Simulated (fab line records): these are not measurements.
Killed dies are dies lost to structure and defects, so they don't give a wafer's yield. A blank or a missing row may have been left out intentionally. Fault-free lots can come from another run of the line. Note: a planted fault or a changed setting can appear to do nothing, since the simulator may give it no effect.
fab line records ; flow nandHarc ; part 1 of 2: steps 1 to 28 of 37
record lots=5; wafers=15; lastDay=30
route steps=1302 shown A_M1@1193 A_BONDPAD@1202
lots untouched by any fault: they come from a run of this same line in which no faults occurred
startH: start of the lot's first displayed wafer, in hours after the record's first day ; waitH: time in hours since the lot's previous step ; " repeats the value in the row above ; L1.1+2: several wafers, shown together as one row ; - no value present, or no start provided ; * or withheld: withheld ; < > ~ a bound
route shown NAME@n: NAME is a module with steps in the file, n the number in the route of the first one ; usual: mean/standard deviation taken from wafers without a fault ; same: alike in all rows ; chamber/n: place in a boat ; sites: the reading at each site ; _std_site: their standard deviation ; _edge_site: inner sites' mean taken away from outer sites' mean ; radiusMm: how far each site lies from the wafer's centre ; mask NAME#n: copy n ; behind: tool/chamber where the wafer was last shaped ; hold: cause of the lot's hold/its duration in hours/its outcome ; device: which transistor (n, p or np) failed to switch ; end of line: at the end of the route, the tests of the same wafers ; for a step that has no rows: nothing shown but its recipe ; killed: the dies lost at the first sort to structure and to defects; this is not the yield of the wafer ; map: the dies of a wafer, with x for killed, . for not killed, _ for no die there
set.NAME: setting as actually run; set.NAME@STEP: the setting as run at that earlier step ; model.NAME: the simulator's own value behind a step, which no gauge read
a table for each step, a row for each wafer; lots at some steps of the route
services: from which hour (startH, from the record's first day; less than 0 if before it) a tool's chamber was out of use, for how many hours, and why
## steps
# step NHARC_A_M1_ECD_22
# recipe targetThkA=4000; bathTempC=25; material=Cu
lot.wafer;tool;chamber;startH;waitH
L074.2+5+6;ecdCu-02;1,0,1;543.93;-
L079.1+4+6;ecdCu-01;1,1,0;566.90;-
L084.1+2+3;ecdCu-02;1,0,0;652.07;-
L085.2+3+5;ecdCu-01;0;657.86;-
L088.1+2+6;ecdCu-02;0,1,0;672.10;-
# step NHARC_A_M1_ANNEAL_31
# recipe tempC=225; timeS=90
# usual annealTempCMax=226.43/0.29; wafer_temp_C_max=226.3/0.3
lot.wafer;tool;chamber;startH;waitH;annealTempCMax;wafer_temp_C_max
L074.2;rtpAnneal-02;0;544.31;-;226.83;226.2
L074.5;rtpAnneal-02;0;544.31;-;226.56;226.4
L074.6;rtpAnneal-02;0;544.31;-;226.57;226.6
L079.1;rtpAnneal-02;0;567.53;0.6;226.62;226.0
L079.4;rtpAnneal-02;0;567.53;0.6;226.56;226.1
L079.6;rtpAnneal-02;0;567.53;0.6;225.89;226.4
L084.1;rtpAnneal-02;0;652.45;0.3;227.15;226.3
L084.2;rtpAnneal-02;0;652.45;0.3;226.56;225.8
L084.3;rtpAnneal-02;0;652.45;0.3;226.25;226.3
L085.2;rtpAnneal-02;0;658.24;-;226.57;226.1
L085.3;rtpAnneal-02;0;658.24;-;226.78;226.5
L085.5;rtpAnneal-02;0;658.24;-;226.65;226.2
L088.1;rtpAnneal-02;0;672.47;0.3;226.36;226.7
L088.2;rtpAnneal-02;0;672.47;0.3;226.82;226.1
L088.6;rtpAnneal-02;0;672.47;0.3;226.52;226.4
# step NHARC_A_M1_CMP_23
# recipe tOverpolishS=20; targetThkNm=154.34
# usual motorCurrentA=11.8/1.7; timeToEndpointS=28.4/2.9
lot.wafer;tool;chamber;startH;waitH;motorCurrentA;timeToEndpointS
L074.2;cmp-01;2;544.63;-;11.3;24.8
L074.6;cmp-01;1;544.63;-;14.0;30.9
L074.5;cmp-01;2;544.63;-;12.4;25.1
L079.4;cmp-01;2;567.87;-;12.2;23.9
L079.1;cmp-01;3;567.87;-;10.8;25.6
L079.6;cmp-01;3;567.87;-;11.1;27.5
L084.1;cmp-04;2;652.79;-;11.3;24.9
L084.3;cmp-04;3;652.79;-;13.2;29.9
L084.2;cmp-04;1;652.79;-;15.9;30.6
L085.3;cmp-04;1;658.56;-;15.5;30.9
L085.2;cmp-04;3;658.56;-;11.9;29.3
L085.5;cmp-04;1;658.56;-;15.0;30.3
L088.2;cmp-04;0;672.82;-;9.5;27.8
L088.1;cmp-04;1;672.82;-;15.4;31.0
L088.6;cmp-04;0;672.82;-;8.8;26.7
# step NHARC_A_M1_THK_MEAS_24
# recipe thkMeasGauge=xrf
# usual thkNm=154.3/1.6
lot.wafer;tool;chamber;startH;waitH;thkNm
L074.2;filmMetro-02;-;544.92;-;151.8
L074.5;filmMetro-02;-;544.92;-;151.3
L074.6;filmMetro-02;-;544.92;-;154.1
L079.1;filmMetro-02;-;568.19;-;151.6
L079.4;filmMetro-02;-;568.19;-;149.6
L079.6;filmMetro-02;-;568.19;-;153.7
L084.1;filmMetro-01;-;653.11;-;154.4
L084.2;filmMetro-01;-;653.11;-;155.0
L084.3;filmMetro-01;-;653.11;-;155.3
L085.2;filmMetro-02;-;658.84;-;155.2
L085.3;filmMetro-02;-;658.84;-;154.9
L085.5;filmMetro-02;-;658.84;-;154.5
L088.1;filmMetro-01;-;673.13;-;155.4
L088.2;filmMetro-01;-;673.13;-;153.4
L088.6;filmMetro-01;-;673.13;-;155.5
# step NHARC_A_M1_SRD_25
lot.wafer;tool;chamber;startH;waitH
L074.5+2+6;wetBench-10;6,0,3;544.96;0.0
L079.4+1+6;wetBench-10;2,4,5;568.24;0.0
L084.2+3+1;wetBench-10;5,7,0;653.15;0.0
L085.5+2+3;wetBench-08;5,7,1;658.88;0.0
L088.1+6+2;wetBench-10;1,2,4;673.17;0.0
# step NHARC_A_M1_INSPECT_27
# usual rawDefectCount=512/110
lot.wafer;tool;chamber;startH;waitH;rawDefectCount
L074.2;defectInspect-01;-;545.08;0.0;407
L074.5;defectInspect-01;-;545.08;0.0;474
L074.6;defectInspect-01;-;545.08;0.0;415
L079.1;defectInspect-02;-;568.35;0.0;391
L079.4;defectInspect-02;-;568.35;0.0;460
L079.6;defectInspect-02;-;568.35;0.0;766
L084.1;defectInspect-01;-;653.27;0.0;579
L084.2;defectInspect-01;-;653.27;0.0;542
L084.3;defectInspect-01;-;653.27;0.0;458
L085.2;defectInspect-01;-;659.00;0.0;455
L085.3;defectInspect-01;-;659.00;0.0;459
L085.5;defectInspect-01;-;659.00;0.0;455
L088.1;defectInspect-02;-;673.29;0.0;514
L088.2;defectInspect-02;-;673.29;0.0;414
L088.6;defectInspect-02;-;673.29;0.0;437
# step NHARC_A_M1_PRE_CLEAN_32
# recipe timeS=12; tempC=370; rfPowerW=300; gas=NH3
# usual heaterPowerW=623/61
lot.wafer;tool;chamber;startH;waitH;heaterPowerW
L074.2;pecvd-03;0;545.17;0.1;725
L074.6;pecvd-03;1;545.17;0.1;578
L074.5;pecvd-03;2;545.17;0.1;497
L079.1;pecvd-03;1;568.44;0.1;566
L079.6;pecvd-03;2;568.44;0.1;515
L079.4;pecvd-03;0;568.44;0.1;703
L084.1;pecvd-02;1;653.33;0.1;654
L084.2;pecvd-02;2;653.33;0.1;678
L084.3;pecvd-02;1;653.33;0.1;641
L085.2;pecvd-04;2;659.07;0.1;590
L085.3;pecvd-04;0;659.07;0.1;659
L085.5;pecvd-04;2;659.07;0.1;589
L088.2;pecvd-04;1;673.35;0.1;545
L088.1;pecvd-04;2;673.35;0.1;694
L088.6;pecvd-04;2;673.35;0.1;681
# step NHARC_A_M1_DEP_33
# recipe targetThkA=300; tempC=370; targetThkNm=30; pressureTorr=3; flowSccm=200; rfW=450; material=SiCN
# usual heaterPowerW=570/59; showerheadVppV=1304/94
lot.wafer;tool;chamber;startH;waitH;heaterPowerW;showerheadVppV
L074.2;pecvd-03;0;545.31;0.1;672;1235
L074.6;pecvd-03;1;545.31;0.1;588;1278
L074.5;pecvd-03;2;545.31;0.1;425;1419
L079.1;pecvd-03;1;568.58;0.1;552;1264
L079.6;pecvd-03;2;568.58;0.1;499;1425
L079.4;pecvd-03;0;568.58;0.1;597;1243
L084.1;pecvd-02;1;653.46;0.1;635;1206
L084.2;pecvd-02;2;653.46;0.1;566;1376
L084.3;pecvd-02;1;653.46;0.1;628;1194
L085.2;pecvd-04;2;659.15;0.1;509;1196
L085.3;pecvd-04;0;659.15;0.1;619;1384
L085.5;pecvd-04;2;659.15;0.1;525;1189
L088.2;pecvd-04;1;673.43;0.1;566;1278
L088.1;pecvd-04;2;673.43;0.1;574;1165
L088.6;pecvd-04;2;673.43;0.1;578;1183
# step NHARC_A_BONDPAD_DEP_00
# recipe targetThkA=2500; tempC=370; targetThkNm=250; pressureTorr=3; flowSccm=200; rfW=450; material=SiCN
# usual heaterPowerW=608/62; showerheadVppV=1317/84
lot.wafer;tool;chamber;startH;waitH;heaterPowerW;showerheadVppV
L074.2;pecvd-02;1;545.82;-;568;1184
L074.5;pecvd-02;0;545.82;-;727;1433
L074.6;pecvd-02;1;545.82;-;570;1194
L079.1;pecvd-01;2;569.14;-;687;1402
L079.6;pecvd-01;2;569.14;-;712;1373
L079.4;pecvd-01;0;569.14;-;607;1282
L084.2;pecvd-02;1;654.14;-;618;1197
L084.1;pecvd-02;2;654.14;-;602;1411
L084.3;pecvd-02;1;654.14;-;615;1200
L085.2;pecvd-01;2;659.71;-;615;1377
L085.3;pecvd-01;1;659.71;-;557;1304
L085.5;pecvd-01;0;659.71;-;672;1276
L088.1;pecvd-02;2;674.03;-;648;1404
L088.2;pecvd-02;0;674.03;-;658;1443
L088.6;pecvd-02;2;674.03;-;516;1385
# step NHARC_A_BONDPAD_CMP_29
# recipe targetThkNm=200; material=SiCN
# usual motorCurrentA=12.4/1.9
lot.wafer;tool;chamber;startH;waitH;motorCurrentA
L074.2;cmp-01;2;546.21;-;12.4
L074.5;cmp-01;1;546.21;-;13.8
L074.6;cmp-01;2;546.21;-;11.4
L079.4;cmp-02;3;569.54;-;12.0
L079.1;cmp-02;1;569.54;-;10.2
L079.6;cmp-02;0;569.54;-;10.6
L084.1;cmp-01;1;654.68;0.4;13.9
L084.2;cmp-01;2;654.68;0.4;11.6
L084.3;cmp-01;0;654.68;0.4;14.2
L085.3;cmp-04;0;660.11;-;9.2
L085.2;cmp-04;2;660.11;-;10.9
L085.5;cmp-04;0;660.11;-;9.5
L088.2;cmp-04;3;674.45;-;12.6
L088.1;cmp-04;0;674.45;-;9.5
L088.6;cmp-04;2;674.45;-;11.6
# step NHARC_A_BONDPAD_THK_MEAS_30
# recipe thkMeasGauge=ellipsometry
# usual thkNm=200.0/1.8
lot.wafer;tool;chamber;startH;waitH;thkNm
L074.2;filmMetro-02;-;546.43;0.2;196.4
L074.5;filmMetro-02;-;546.43;0.2;198.3
L074.6;filmMetro-02;-;546.43;0.2;195.2
L079.1;filmMetro-02;-;569.79;0.2;199.5
L079.4;filmMetro-02;-;569.79;0.2;198.2
L079.6;filmMetro-02;-;569.79;0.2;200.8
L084.1;filmMetro-02;-;654.93;0.2;201.8
L084.2;filmMetro-02;-;654.93;0.2;198.1
L084.3;filmMetro-02;-;654.93;0.2;199.5
L085.2;filmMetro-01;-;660.36;0.2;200.7
L085.3;filmMetro-01;-;660.36;0.2;197.0
L085.5;filmMetro-01;-;660.36;0.2;199.9
L088.1;filmMetro-01;-;674.67;0.2;199.5
L088.2;filmMetro-01;-;674.67;0.2;200.4
L088.6;filmMetro-01;-;674.67;0.2;197.8
# step NHARC_A_BONDPAD_SRD_31
lot.wafer;tool;chamber;startH;waitH
L074.2+6+5;wetBench-08;7,0,1;546.48;0.1
L079.1+4+6;wetBench-08;7,3,4;569.83;0.0
L084.1+3+2;wetBench-08;4,6,7;654.98;0.0
L085.3+2+5;wetBench-10;2,4,5;660.40;0.0
L088.6+2+1;wetBench-10;0,2,3;674.71;0.0
# step NHARC_A_BONDPAD_DEHYDRATE_01
# recipe tempC=150; timeS=120
lot.wafer;tool;chamber;startH;waitH
L074.2+5+6;lithoTrack-03;0;546.55;0.1
L079.1+4+6;lithoTrack-03;0;569.92;0.1
L084.1+2+3;lithoTrack-02;0;655.06;0.1
L085.2+3+5;lithoTrack-03;0;660.49;0.1
L088.1+2+6;lithoTrack-05;0;674.79;0.1
# step NHARC_A_BONDPAD_HMDS_02
# recipe timeS=30
lot.wafer;tool;chamber;startH;waitH
L074.2+5+6;lithoTrack-03;0;-;-
L079.1+4+6;lithoTrack-03;0;-;-
L084.1+2+3;lithoTrack-02;0;-;-
L085.2+3+5;lithoTrack-03;0;-;-
L088.1+2+6;lithoTrack-05;0;-;-
# step NHARC_A_BONDPAD_COAT_33
# recipe tempC=200; timeS=65
lot.wafer;tool;chamber;startH;waitH
L074.2+5+6;lithoTrack-03;0;-;-
L079.1+4+6;lithoTrack-03;0;-;-
L084.1+2+3;lithoTrack-02;0;-;-
L085.2+3+5;lithoTrack-03;0;-;-
L088.1+2+6;lithoTrack-05;0;-;-
# step NHARC_A_BONDPAD_COAT_03
# recipe spinRpm=2000; resistThkNm=600
lot.wafer;tool;chamber;startH;waitH
L074.2+5+6;lithoTrack-03;0;-;-
L079.1+4+6;lithoTrack-03;0;-;-
L084.1+2+3;lithoTrack-02;0;-;-
L085.2+3+5;lithoTrack-03;0;-;-
L088.1+2+6;lithoTrack-05;0;-;-
# step NHARC_A_BONDPAD_SOFTBAKE_04
# recipe tempC=125; timeS=70
lot.wafer;tool;chamber;startH;waitH
L074.2+5+6;lithoTrack-03;0;-;-
L079.1+4+6;lithoTrack-03;0;-;-
L084.1+2+3;lithoTrack-02;0;-;-
L085.2+3+5;lithoTrack-03;0;-;-
L088.1+2+6;lithoTrack-05;0;-;-
# step NHARC_A_BONDPAD_EBR_05
lot.wafer;tool;chamber;startH;waitH
L074.2+5+6;lithoTrack-03;0;-;-
L079.1+4+6;lithoTrack-03;0;-;-
L084.1+2+3;lithoTrack-02;0;-;-
L085.2+3+5;lithoTrack-03;0;-;-
L088.1+2+6;lithoTrack-05;0;-;-
# step NHARC_A_BONDPAD_EXPOSE_06
# recipe na=0.55; doseMj=36.99; maskId=A_BPAD
# usual focusOffsetNm=0.0/0.57; reticleTempC=23.00/0.1
lot.wafer;tool;chamber;startH;waitH;mask;focusOffsetNm;reticleTempC
L074.2;krfScanner-01;0;546.85;-;A_BPAD#0;-0.3;22.98
L074.5;krfScanner-01;0;546.85;-;A_BPAD#0;0.2;23.08
L074.6;krfScanner-01;0;546.85;-;A_BPAD#0;-0.2;23.20
L079.1;krfScanner-01;0;570.08;-;A_BPAD#0;-1.0;23.19
L079.4;krfScanner-01;0;570.08;-;A_BPAD#0;0.2;23.22
L079.6;krfScanner-01;0;570.08;-;A_BPAD#0;-0.2;23.05
L084.1;krfScanner-01;0;655.35;-;A_BPAD#0;-1.2;22.91
L084.2;krfScanner-01;0;655.35;-;A_BPAD#0;-0.7;23.21
L084.3;krfScanner-01;0;655.35;-;A_BPAD#0;-0.7;22.98
L085.2;krfScanner-03;0;660.78;-;A_BPAD#0;0.5;23.04
L085.3;krfScanner-03;0;660.78;-;A_BPAD#0;0.6;23.04
L085.5;krfScanner-03;0;660.78;-;A_BPAD#0;0.6;22.95
L088.1;krfScanner-01;0;674.95;-;A_BPAD#0;-1.1;23.01
L088.2;krfScanner-01;0;674.95;-;A_BPAD#0;0.5;23.04
L088.6;krfScanner-01;0;674.95;-;A_BPAD#0;0.4;22.98
# step NHARC_A_BONDPAD_PEB_07
# recipe pebTempC=128; pebTimeS=80
# same pebTimeS=80
lot.wafer;tool;chamber;startH;waitH
L074.2+5+6;lithoTrack-02;0;546.91;0.1
L079.1+4+6;lithoTrack-05;0;570.15;0.1
L084.1+2+3;lithoTrack-02;0;655.41;0.1
L085.2+3+5;lithoTrack-02;0;660.84;0.1
L088.1+2+6;lithoTrack-02;0;675.02;0.1
# step NHARC_A_BONDPAD_DEVELOP_08
# recipe timeS=50; devTempC=22
lot.wafer;tool;chamber;startH;waitH
L074.2+5+6;lithoTrack-02;0;-;-
L079.1+4+6;lithoTrack-05;0;-;-
L084.1+2+3;lithoTrack-02;0;-;-
L085.2+3+5;lithoTrack-02;0;-;-
L088.1+2+6;lithoTrack-02;0;-;-
# step NHARC_A_BONDPAD_CD_MEAS_09
# recipe targetCdNm=500; landingEnergyEv=500
# usual cdNm=500.6/1.8
lot.wafer;tool;chamber;startH;waitH;cdNm
L074.2;cdSem-03;0;547.00;-;503.0
L074.5;cdSem-03;0;547.00;-;500.8
L074.6;cdSem-03;0;547.00;-;500.3
L079.1;cdSem-02;0;570.23;-;501.4
L079.4;cdSem-02;0;570.23;-;500.2
L079.6;cdSem-02;0;570.23;-;498.2
L084.1;cdSem-02;0;655.51;-;496.0
L084.2;cdSem-02;0;655.51;-;497.4
L084.3;cdSem-02;0;655.51;-;499.5
L085.2;cdSem-01;0;660.93;-;501.5
L085.3;cdSem-01;0;660.93;-;498.9
L085.5;cdSem-01;0;660.93;-;498.5
L088.1;cdSem-02;0;675.11;-;502.8
L088.2;cdSem-02;0;675.11;-;501.0
L088.6;cdSem-02;0;675.11;-;501.3
# step NHARC_A_BONDPAD_OVL_MEAS_35
# usual overlayXNm=1/6.9; overlayYNm=-2/7.4
lot.wafer;tool;chamber;startH;waitH;overlayXNm;overlayYNm
L074.2;overlay-02;-;547.08;-;-7;-11
L074.5;overlay-02;-;547.08;-;-7;-11
L074.6;overlay-02;-;547.08;-;-8;-11
L079.1;overlay-02;-;570.32;-;3;4
L079.4;overlay-02;-;570.32;-;3;4
L079.6;overlay-02;-;570.32;-;3;4
L084.1;overlay-02;-;655.60;-;7;-16
L084.2;overlay-02;-;655.60;-;7;-17
L084.3;overlay-02;-;655.60;-;7;-16
L085.2;overlay-02;-;661.01;-;8;-2
L085.3;overlay-02;-;661.01;-;7;-2
L085.5;overlay-02;-;661.01;-;7;-2
L088.1;overlay-02;-;675.19;-;5;-1
L088.2;overlay-02;-;675.19;-;6;-1
L088.6;overlay-02;-;675.19;-;5;-1
# step NHARC_A_BONDPAD_HARDBAKE_10
# recipe tempC=118; timeS=65
lot.wafer;tool;chamber;startH;waitH
L074.2+5+6;lithoTrack-03;0;547.13;0.0
L079.1+4+6;lithoTrack-02;0;570.37;0.0
L084.1+2+3;lithoTrack-03;0;655.64;0.0
L085.2+3+5;lithoTrack-02;0;661.06;0.0
L088.1+2+6;lithoTrack-05;0;675.24;0.0
# step NHARC_A_BONDPAD_DESCUM_11
# recipe timeS=3; o2FlowSccm=200; arFlowSccm=0; biasPowerW=0; chemistry=O2
# usual drypumpMotorCurrentA=5.7/0.4; mfcArSccm=0.008/0.015; oesProductAu=1.002/0.011; rfVppV=57.9/1; showerheadPlenumPTorr=1.94/0.093; throttleValvePct=11.311/0.0091
lot.wafer;tool;chamber;startH;waitH;drypumpMotorCurrentA;mfcArSccm;oesProductAu;rfHoursCounterH;rfVppV;showerheadPlenumPTorr;throttleValvePct
L074.2;rieDiel-06;0;547.21;-;6.4;0;1.010;8;58.0;2.00;11.309
L074.6;rieDiel-06;0;547.21;-;6.4;0;0.998;-;58.6;2.00;11.319
L074.5;rieDiel-06;1;547.21;-;5.1;0.010;0.991;-;57.4;1.87;11.306
L079.1;rieDiel-08;2;570.45;-;6.1;0;0.993;1;59.0;2.07;11.315
L079.4;rieDiel-08;0;570.45;-;5.3;0;1.006;1;57.7;1.88;11.330
L079.6;rieDiel-08;2;570.45;-;6.1;0;0.994;-;58.0;2.06;11.299
L084.2;rieDiel-08;1;655.73;-;5.5;0.041;1.018;2;58.0;1.80;11.309
L084.1;rieDiel-08;2;655.73;-;6.1;0;0.987;2;59.0;2.06;11.309
L084.3;rieDiel-08;3;655.73;-;5.9;0;0.993;3;58.9;2.03;11.298
L085.3;rieDiel-08;0;661.14;-;5.3;0;1.014;3;57.5;1.88;11.313
L085.2;rieDiel-08;1;661.14;-;5.5;0.041;1.015;2;57.6;1.80;11.313
L085.5;rieDiel-08;0;661.14;-;5.3;0;1.016;-;57.2;1.88;11.334
L088.1;rieDiel-06;1;675.32;-;5.1;0.010;0.993;0;58.6;1.86;11.343
L088.2;rieDiel-06;3;675.32;-;5.3;0;0.992;0;57.4;1.91;11.304
L088.6;rieDiel-06;2;675.32;-;6.3;0;0.999;-;57.9;1.96;11.308
# step NHARC_A_BONDPAD_ETCH_34
# recipe targetDepthA=600; overetchA=180; timeS=65.91; ionEnergyEv=200; n2FlowSccm=150; h2FlowSccm=150; arFlowSccm=0; rfW=400; biasW=150; chemistry=N2/H2
# usual drypumpMotorCurrentA=5.8/0.39; mfcArSccm=0.009/0.015; oesProductAu=1.001/0.011; rfVppV=431.4/2.8; showerheadPlenumPTorr=2.07/0.1; throttleValvePct=14.171/0.0092
lot.wafer;tool;chamber;startH;waitH;drypumpMotorCurrentA;mfcArSccm;oesProductAu;rfHoursCounterH;rfVppV;showerheadPlenumPTorr;throttleValvePct
L074.2;rieDiel-06;2;547.31;0.1;6.3;0;1.002;8;431.9;2.09;14.173
L074.6;rieDiel-06;0;547.31;0.1;6.4;0;0.997;-;433.9;2.13;14.159
L074.5;rieDiel-06;1;547.31;0.1;5.1;0.010;0.981;-;430.4;1.99;14.189
L079.1;rieDiel-08;1;570.53;0.1;5.5;0.041;1.003;1;426.8;1.92;14.176
L079.4;rieDiel-08;2;570.53;0.1;6.1;0;0.988;1;433.7;2.21;14.168
L079.6;rieDiel-08;1;570.53;0.1;5.5;0.041;1.005;-;426.6;1.92;14.170
L084.1;rieDiel-08;1;655.81;0.1;5.6;0.041;1.024;2;427.7;1.92;14.154
L084.2;rieDiel-08;2;655.81;0.1;6.1;0;0.996;2;435.0;2.21;14.190
L084.3;rieDiel-08;3;655.81;0.1;5.9;0;1.007;3;431.8;2.17;14.179
L085.3;rieDiel-08;2;661.22;0.1;6.1;0;0.998;3;435.5;2.21;14.156
L085.2;rieDiel-08;0;661.22;0.1;5.3;0;1.011;3;429.9;2.00;14.171
L085.5;rieDiel-08;3;661.22;0.1;5.9;0;0.991;-;433.4;2.17;14.171
L088.1;rieDiel-06;1;675.40;0.1;5.1;0.010;0.991;0;428.6;1.98;14.183
L088.2;rieDiel-06;2;675.40;0.1;6.3;0;1.002;0;433.1;2.09;14.175
L088.6;rieDiel-06;1;675.40;0.1;5.1;0.010;0.992;-;428.6;1.98;14.185
# step NHARC_A_BONDPAD_ETCH_12
# recipe targetDepthA=2200; timeS=110; chf3FlowSccm=50; o2FlowSccm=10; arFlowSccm=200; rfW=500; biasW=200; chemistry=CHF3/O2
# usual drypumpMotorCurrentA=5.7/0.39; mfcArSccm=200.0/0.63; oesProductAu=0.949/0.024; rfVppV=371.6/2.5; showerheadPlenumPTorr=2.44/0.11; throttleValvePct=20.572/0.0091
lot.wafer;tool;chamber;startH;waitH;drypumpMotorCurrentA;mfcArSccm;oesProductAu;rfHoursCounterH;rfVppV;showerheadPlenumPTorr;throttleValvePct
L074.2;rieDiel-06;3;-;-;5.3;201.2;0.932;8;372.2;2.41;20.551
L074.6;rieDiel-06;1;-;-;5.1;200.9;0.922;-;370.3;2.35;20.572
L074.5;rieDiel-06;2;-;-;6.3;200.3;0.932;-;373.7;2.46;20.586
L079.4;rieDiel-08;2;-;-;6.1;199.5;0.961;1;373.6;2.58;20.589
L079.1;rieDiel-08;0;-;-;5.3;199.6;0.981;1;368.9;2.36;20.567
L079.6;rieDiel-08;2;-;-;6.1;199.4;0.964;-;374.0;2.58;20.576
L084.3;rieDiel-08;2;-;-;6.1;199.8;0.916;2;373.3;2.58;20.566
L084.1;rieDiel-08;3;-;-;5.9;200.1;0.917;3;373.8;2.55;20.556
L084.2;rieDiel-08;0;-;-;5.3;200.8;0.932;3;370.1;2.36;20.580
L085.2;rieDiel-08;3;-;-;5.9;200.4;0.935;3;373.5;2.55;20.563
L085.3;rieDiel-08;0;-;-;5.3;199.8;0.925;3;369.5;2.36;20.564
L085.5;rieDiel-08;2;-;-;6.1;200.3;0.923;-;373.9;2.58;20.578
L088.1;rieDiel-06;3;-;-;5.4;200.6;0.977;0;371.4;2.40;20.572
L088.2;rieDiel-06;0;-;-;6.4;200.0;0.983;0;373.0;2.50;20.586
L088.6;rieDiel-06;3;-;-;5.3;199.8;0.975;-;369.3;2.40;20.581
# step NHARC_A_BONDPAD_CD_MEAS_13
# usual cdNm=500.3/1.9
lot.wafer;tool;chamber;startH;waitH;cdNm
L074.2;cdSem-02;-;547.53;-;501.6
L074.5;cdSem-02;-;547.53;-;500.5
L074.6;cdSem-02;-;547.53;-;499.4
L079.1;cdSem-01;-;570.76;-;500.7
L079.4;cdSem-01;-;570.76;-;500.0
L079.6;cdSem-01;-;570.76;-;498.8
L084.1;cdSem-01;-;656.04;-;495.6
L084.2;cdSem-01;-;656.04;-;496.8
L084.3;cdSem-01;-;656.04;-;499.4
L085.2;cdSem-03;-;661.46;-;501.6
L085.3;cdSem-03;-;661.46;-;498.6
L085.5;cdSem-03;-;661.46;-;498.3
L088.1;cdSem-03;-;675.64;-;501.4
L088.2;cdSem-03;-;675.64;-;502.3
L088.6;cdSem-03;-;675.64;-;501.4
